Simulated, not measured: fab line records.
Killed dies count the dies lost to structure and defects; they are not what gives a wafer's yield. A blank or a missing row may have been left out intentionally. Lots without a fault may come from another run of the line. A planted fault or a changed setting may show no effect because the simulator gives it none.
Which tool is to blame? / flow nand_harc / 12 lots, 36 wafers sampled, at 5 steps of a route of 1302

WHAT EACH GAUGE READ, for each wafer
NHARC_END_SORT_01. Usual: killed_at_array 55, standard deviation 15; killed_at_other 1.0, standard deviation 1.2; killed_at_periphery 3.4, standard deviation 2.2; killed_dies 59, standard deviation 15; killed_open 3.2, standard deviation 2; killed_short 2.5, standard deviation 1.7.
lot=L835; measured=day 29 06:22; on=prober-01; killed_at_array=34; killed_at_other=0; killed_at_periphery=5; killed_dies=39; killed_open=2; killed_short=1; flag=
lot=L844; measured=day 32 02:51; on=prober-01; killed_at_array=58 69 51; killed_at_other=3 2 2; killed_at_periphery=1 3 3; killed_dies=62 74 56; killed_open=2 1 1; killed_short=0 1 1; flag=

TOOL THAT RAN EACH LOT (tool first, then ch and the chambers of the sampled wafers, then the start)
lot=L825; NHARC_A_CHANNEL_HOLE_D1_ETCH_19=har_etch-02 ch 0,1, day 8 08:20; NHARC_A_CHANNEL_HOLE_D1_ETCH_21=har_etch-02 ch 0,1, day 8 08:46; NHARC_A_CHANNEL_FILL_D1_ALD_14=ald_hk-03 ch 1,2,3, day 8 21:17; NHARC_A_CHANNEL_FILL_D1_ETCHBACK_08=rie_diel-11 ch 0,2,3, day 10 09:38
lot=L826; NHARC_A_CHANNEL_HOLE_D1_ETCH_19=har_etch-02 ch 0,1, day 9 02:31; NHARC_A_CHANNEL_HOLE_D1_ETCH_21=har_etch-02 ch 0,1, day 9 02:56; NHARC_A_CHANNEL_FILL_D1_ALD_14=ald_hk-03 ch 0,2,3, day 9 17:42; NHARC_A_CHANNEL_FILL_D1_ETCHBACK_08=rie_diel-11 ch 0,2, day 11 05:52
lot=L835; NHARC_A_CHANNEL_HOLE_D1_ETCH_19=har_etch-01 ch 0,1, day 12 19:12; NHARC_A_CHANNEL_HOLE_D1_ETCH_21=har_etch-01 ch 0,1, day 12 19:38; NHARC_A_CHANNEL_FILL_D1_ALD_14=ald_hk-01 ch 2,3, day 13 08:12; NHARC_A_CHANNEL_FILL_D1_ETCHBACK_08=rie_diel-11 ch 0,1, day 14 20:09
lot=L838; NHARC_A_CHANNEL_HOLE_D1_ETCH_19=har_etch-01 ch 0,1, day 13 15:55; NHARC_A_CHANNEL_HOLE_D1_ETCH_21=har_etch-01 ch 0,1, day 13 16:31; NHARC_A_CHANNEL_FILL_D1_ALD_14=ald_hk-01 ch 1,2, day 14 04:49; NHARC_A_CHANNEL_FILL_D1_ETCHBACK_08=rie_diel-09 ch 0,1,3, day 15 16:40
lot=L839; NHARC_A_CHANNEL_HOLE_D1_ETCH_19=har_etch-01 ch 0,1, day 14 12:07; NHARC_A_CHANNEL_HOLE_D1_ETCH_21=har_etch-01 ch 0,1, day 14 12:32; NHARC_A_CHANNEL_FILL_D1_ALD_14=ald_hk-01 ch 0,1, day 15 01:04; NHARC_A_CHANNEL_FILL_D1_ETCHBACK_08=rie_diel-09 ch 0,1,2, day 16 11:40
lot=L841; NHARC_A_CHANNEL_HOLE_D1_ETCH_19=har_etch-01 ch 0,1, day 15 04:04; NHARC_A_CHANNEL_HOLE_D1_ETCH_21=har_etch-01 ch 0,1, day 15 04:34; NHARC_A_CHANNEL_FILL_D1_ALD_14=ald_hk-03 ch 0,1,3, day 15 16:58; NHARC_A_CHANNEL_FILL_D1_ETCHBACK_08=rie_diel-11 ch 0,2,3, day 17 04:11
lot=L842; NHARC_A_CHANNEL_HOLE_D1_ETCH_19=har_etch-02 ch 0, day 15 21:40; NHARC_A_CHANNEL_HOLE_D1_ETCH_21=har_etch-02 ch 0, day 15 22:09; NHARC_A_CHANNEL_FILL_D1_ALD_14=ald_hk-02 ch 1,2,3, day 16 10:29; NHARC_A_CHANNEL_FILL_D1_ETCHBACK_08=rie_diel-09 ch 0,2,3, day 17 23:32
lot=L844; NHARC_A_CHANNEL_HOLE_D1_ETCH_19=har_etch-01 ch 0, day 16 14:02; NHARC_A_CHANNEL_HOLE_D1_ETCH_21=har_etch-01 ch 0, day 16 14:28; NHARC_A_CHANNEL_FILL_D1_ALD_14=ald_hk-03 ch 1,2, day 17 03:00; NHARC_A_CHANNEL_FILL_D1_ETCHBACK_08=rie_diel-09 ch 1,2,3, day 18 15:37
lot=L845; NHARC_A_CHANNEL_HOLE_D1_ETCH_19=har_etch-02 ch 0,1, day 16 14:17; NHARC_A_CHANNEL_HOLE_D1_ETCH_21=har_etch-02 ch 0,1, day 16 14:43; NHARC_A_CHANNEL_FILL_D1_ALD_14=ald_hk-02 ch 0,1,2, day 17 03:06; NHARC_A_CHANNEL_FILL_D1_ETCHBACK_08=rie_diel-08 ch 0,1,3, day 18 15:34
lot=L846; NHARC_A_CHANNEL_HOLE_D1_ETCH_19=har_etch-01 ch 0,1, day 17 04:56; NHARC_A_CHANNEL_HOLE_D1_ETCH_21=har_etch-01 ch 0,1, day 17 05:25; NHARC_A_CHANNEL_FILL_D1_ALD_14=ald_hk-01 ch 0,2, day 17 17:51; NHARC_A_CHANNEL_FILL_D1_ETCHBACK_08=rie_diel-09 ch 1,3, day 19 04:19
lot=L847; NHARC_A_CHANNEL_HOLE_D1_ETCH_19=har_etch-02 ch 0,1, day 17 15:37; NHARC_A_CHANNEL_HOLE_D1_ETCH_21=har_etch-02 ch 0,1, day 17 16:02; NHARC_A_CHANNEL_FILL_D1_ALD_14=ald_hk-02 ch 0,2,3, day 18 04:29; NHARC_A_CHANNEL_FILL_D1_ETCHBACK_08=rie_diel-11 ch 1,3, day 19 16:07
lot=L848; NHARC_A_CHANNEL_HOLE_D1_ETCH_19=har_etch-01 ch 0,1, day 18 11:11; NHARC_A_CHANNEL_HOLE_D1_ETCH_21=har_etch-01 ch 0,1, day 18 11:40; NHARC_A_CHANNEL_FILL_D1_ALD_14=ald_hk-01 ch 2,3, day 19 00:50; NHARC_A_CHANNEL_FILL_D1_ETCHBACK_08=rie_diel-09 ch 1,3, day 20 12:01
- NHARC_A_CHANNEL_HOLE_D1_ETCH_19: etches the open film in C4F8/O2/Ar, time 34.5 s.
- NHARC_A_CHANNEL_HOLE_D1_ETCH_21: etches the open film in C4F8/O2/Ar, time 514.3 s, target depth 1600 nm.
- NHARC_A_CHANNEL_FILL_D1_ALD_14: deposits SiO2, target thk 2.5 nm, pulse time 10 s, ald cycles 25.
- NHARC_A_CHANNEL_FILL_D1_ETCHBACK_08: etches the open film in C4F8, target depth 220 nm, time 110 s.

AS READ BY THE TOOLS THEMSELVES (means over the sampled wafers that have a number; for cases with no such wafer, the mark the record gives instead)
NHARC_A_CHANNEL_HOLE_D1_ETCH_19. Usual: drypump_motor_current_A 5.85 A, standard deviation 0.15; mfc_ar_sccm 374.9 sccm, standard deviation 1; showerhead_plenum_p_Torr 3.64 Torr, standard deviation 0.14; throttle_valve_pct 37.036 %, standard deviation 0.0094.
lot=L825; tool=har_etch-02; drypump_motor_current_A (A)=5.76; mfc_ar_sccm (sccm)=375.9; showerhead_plenum_p_Torr (Torr)=3.52; throttle_valve_pct (%)=37.041; flag=
lot=L826; tool=har_etch-02; drypump_motor_current_A (A)=5.75; mfc_ar_sccm (sccm)=375.6; showerhead_plenum_p_Torr (Torr)=3.51; throttle_valve_pct (%)=37.037; flag=
lot=L835; tool=har_etch-01; drypump_motor_current_A (A)=5.82; mfc_ar_sccm (sccm)=375.4; showerhead_plenum_p_Torr (Torr)=3.61; throttle_valve_pct (%)=37.037; flag=
lot=L838; tool=har_etch-01; drypump_motor_current_A (A)=5.92; mfc_ar_sccm (sccm)=374.6; showerhead_plenum_p_Torr (Torr)=3.67; throttle_valve_pct (%)=37.036; flag=
lot=L839; tool=har_etch-01; drypump_motor_current_A (A)=5.92; mfc_ar_sccm (sccm)=375.2; showerhead_plenum_p_Torr (Torr)=3.67; throttle_valve_pct (%)=37.042; flag=
lot=L841; tool=har_etch-01; drypump_motor_current_A (A)=5.82; mfc_ar_sccm (sccm)=375.3; showerhead_plenum_p_Torr (Torr)=3.59; throttle_valve_pct (%)=37.035; flag=
lot=L842; tool=har_etch-02; drypump_motor_current_A (A)=5.93; mfc_ar_sccm (sccm)=375.2; showerhead_plenum_p_Torr (Torr)=3.55; throttle_valve_pct (%)=37.032; flag=
lot=L844; tool=har_etch-01; drypump_motor_current_A (A)=6.03; mfc_ar_sccm (sccm)=374.8; showerhead_plenum_p_Torr (Torr)=3.71; throttle_valve_pct (%)=37.034; flag=
lot=L845; tool=har_etch-02; drypump_motor_current_A (A)=5.76; mfc_ar_sccm (sccm)=374.6; showerhead_plenum_p_Torr (Torr)=3.83; throttle_valve_pct (%)=37.037; flag=
lot=L846; tool=har_etch-01; drypump_motor_current_A (A)=5.83; mfc_ar_sccm (sccm)=374.6; showerhead_plenum_p_Torr (Torr)=3.58; throttle_valve_pct (%)=37.029; flag=
lot=L847; tool=har_etch-02; drypump_motor_current_A (A)=5.86; mfc_ar_sccm (sccm)=374.3; showerhead_plenum_p_Torr (Torr)=3.98; throttle_valve_pct (%)=37.040; flag=
lot=L848; tool=har_etch-01; drypump_motor_current_A (A)=5.84; mfc_ar_sccm (sccm)=375.7; showerhead_plenum_p_Torr (Torr)=3.56; throttle_valve_pct (%)=37.031; flag=

NHARC_A_CHANNEL_HOLE_D1_ETCH_21. Usual: drypump_motor_current_A 5.85 A, standard deviation 0.15; mfc_ar_sccm 374.9 sccm, standard deviation 1; showerhead_plenum_p_Torr 3.60 Torr, standard deviation 0.14; throttle_valve_pct 32.156 %, standard deviation 0.0089.
lot=L825; tool=har_etch-02; drypump_motor_current_A (A)=5.73; mfc_ar_sccm (sccm)=375.5; showerhead_plenum_p_Torr (Torr)=3.48; throttle_valve_pct (%)=32.159; flag=
lot=L826; tool=har_etch-02; drypump_motor_current_A (A)=5.75; mfc_ar_sccm (sccm)=374.5; showerhead_plenum_p_Torr (Torr)=3.47; throttle_valve_pct (%)=32.159; flag=
lot=L835; tool=har_etch-01; drypump_motor_current_A (A)=5.83; mfc_ar_sccm (sccm)=375.1; showerhead_plenum_p_Torr (Torr)=3.57; throttle_valve_pct (%)=32.150; flag=
lot=L838; tool=har_etch-01; drypump_motor_current_A (A)=5.92; mfc_ar_sccm (sccm)=375.1; showerhead_plenum_p_Torr (Torr)=3.63; throttle_valve_pct (%)=32.166; flag=
lot=L839; tool=har_etch-01; drypump_motor_current_A (A)=5.91; mfc_ar_sccm (sccm)=374.7; showerhead_plenum_p_Torr (Torr)=3.63; throttle_valve_pct (%)=32.157; flag=
lot=L841; tool=har_etch-01; drypump_motor_current_A (A)=5.79; mfc_ar_sccm (sccm)=375.7; showerhead_plenum_p_Torr (Torr)=3.55; throttle_valve_pct (%)=32.148; flag=
lot=L842; tool=har_etch-02; drypump_motor_current_A (A)=5.92; mfc_ar_sccm (sccm)=374.6; showerhead_plenum_p_Torr (Torr)=3.51; throttle_valve_pct (%)=32.155; flag=
lot=L844; tool=har_etch-01; drypump_motor_current_A (A)=6.02; mfc_ar_sccm (sccm)=375.2; showerhead_plenum_p_Torr (Torr)=3.67; throttle_valve_pct (%)=32.153; flag=
lot=L845; tool=har_etch-02; drypump_motor_current_A (A)=5.76; mfc_ar_sccm (sccm)=375.6; showerhead_plenum_p_Torr (Torr)=3.78; throttle_valve_pct (%)=32.153; flag=
lot=L846; tool=har_etch-01; drypump_motor_current_A (A)=5.82; mfc_ar_sccm (sccm)=375.8; showerhead_plenum_p_Torr (Torr)=3.54; throttle_valve_pct (%)=32.156; flag=
lot=L847; tool=har_etch-02; drypump_motor_current_A (A)=5.84; mfc_ar_sccm (sccm)=375.2; showerhead_plenum_p_Torr (Torr)=3.93; throttle_valve_pct (%)=32.151; flag=
lot=L848; tool=har_etch-01; drypump_motor_current_A (A)=5.80; mfc_ar_sccm (sccm)=375.5; showerhead_plenum_p_Torr (Torr)=3.53; throttle_valve_pct (%)=32.152; flag=

NHARC_A_CHANNEL_FILL_D1_ALD_14. Usual: heater_power_w 464 W, standard deviation 60; precursor_pulse_height_rel 1.001, standard deviation 0.019.
lot=L825; tool=ald_hk-03; heater_power_w (W)=470; precursor_pulse_height_rel=0.983; flag=
lot=L826; tool=ald_hk-03; heater_power_w (W)=473; precursor_pulse_height_rel=1.016; flag=
lot=L835; tool=ald_hk-01; heater_power_w (W)=451; precursor_pulse_height_rel=1.017; flag=
lot=L838; tool=ald_hk-01; heater_power_w (W)=518; precursor_pulse_height_rel=0.997; flag=
lot=L839; tool=ald_hk-01; heater_power_w (W)=440; precursor_pulse_height_rel=0.982; flag=
lot=L841; tool=ald_hk-03; heater_power_w (W)=450; precursor_pulse_height_rel=1.004; flag=
lot=L842; tool=ald_hk-02; heater_power_w (W)=481; precursor_pulse_height_rel=1.006; flag=
lot=L844; tool=ald_hk-03; heater_power_w (W)=434; precursor_pulse_height_rel=0.999; flag=
lot=L845; tool=ald_hk-02; heater_power_w (W)=514; precursor_pulse_height_rel=1.006; flag=
lot=L846; tool=ald_hk-01; heater_power_w (W)=397; precursor_pulse_height_rel=0.984; flag=
lot=L847; tool=ald_hk-02; heater_power_w (W)=468; precursor_pulse_height_rel=0.990; flag=
lot=L848; tool=ald_hk-01; heater_power_w (W)=434; precursor_pulse_height_rel=1.003; flag=

NHARC_A_CHANNEL_FILL_D1_ETCHBACK_08. Usual: oes_product_au 0.96 a.u., standard deviation 0.035; rf_vpp_V 441.2 V, standard deviation 2.5; run_length_s 131.3 s, standard deviation 0.34.
lot=L825; tool=rie_diel-11; oes_product_au (a.u.)=0.93; rf_vpp_V (V)=441.8; run_length_s (s)=131.2; flag=
lot=L826; tool=rie_diel-11; oes_product_au (a.u.)=0.93; rf_vpp_V (V)=439.7; run_length_s (s)=131.4; flag=
lot=L835; tool=rie_diel-11; oes_product_au (a.u.)=0.92; rf_vpp_V (V)=438.2; run_length_s (s)=159.6; flag=OFF
lot=L838; tool=rie_diel-09; oes_product_au (a.u.)=1.01; rf_vpp_V (V)=440.9; run_length_s (s)=131.3; flag=
lot=L839; tool=rie_diel-09; oes_product_au (a.u.)=0.93; rf_vpp_V (V)=440.8; run_length_s (s)=131.2; flag=
lot=L841; tool=rie_diel-11; oes_product_au (a.u.)=0.92; rf_vpp_V (V)=440.9; run_length_s (s)=131.4; flag=
lot=L842; tool=rie_diel-09; oes_product_au (a.u.)=0.99; rf_vpp_V (V)=442.2; run_length_s (s)=131.3; flag=
lot=L844; tool=rie_diel-09; oes_product_au (a.u.)=0.93; rf_vpp_V (V)=442.2; run_length_s (s)=131.2; flag=
lot=L845; tool=rie_diel-08; oes_product_au (a.u.)=1.00; rf_vpp_V (V)=440.7; run_length_s (s)=131.4; flag=
lot=L846; tool=rie_diel-09; oes_product_au (a.u.)=0.93; rf_vpp_V (V)=441.9; run_length_s (s)=131.3; flag=
lot=L847; tool=rie_diel-11; oes_product_au (a.u.)=0.99; rf_vpp_V (V)=442.6; run_length_s (s)=131.0; flag=
lot=L848; tool=rie_diel-09; oes_product_au (a.u.)=0.93; rf_vpp_V (V)=440.7; run_length_s (s)=131.1; flag=

THE ANSWER, worked out from the rows above alone
Rule: a lot counts as off when the mean over its wafers that have a number is more than 3 standard deviations away from the usual mean. A lot without any number at a reading at which 4 lots or more have one is off too. Any other lot the step has rows for is counted as sound. First the gauges in route order, then the tools' own readings, where a lot's mean is used as printed above. At the first step where some lot is off, the reading lying furthest off is the one used; lots without a number count as furthest.
Off: L835 (NHARC_A_CHANNEL_FILL_D1_ETCHBACK_08, run_length_s).
If a tool, at that step or one of the process steps before it, ran each lot that is off and ran no sound lot following the first of them, it fits. Of those tried, none fits.

WHAT WAS PUT IN BY THE SIMULATOR
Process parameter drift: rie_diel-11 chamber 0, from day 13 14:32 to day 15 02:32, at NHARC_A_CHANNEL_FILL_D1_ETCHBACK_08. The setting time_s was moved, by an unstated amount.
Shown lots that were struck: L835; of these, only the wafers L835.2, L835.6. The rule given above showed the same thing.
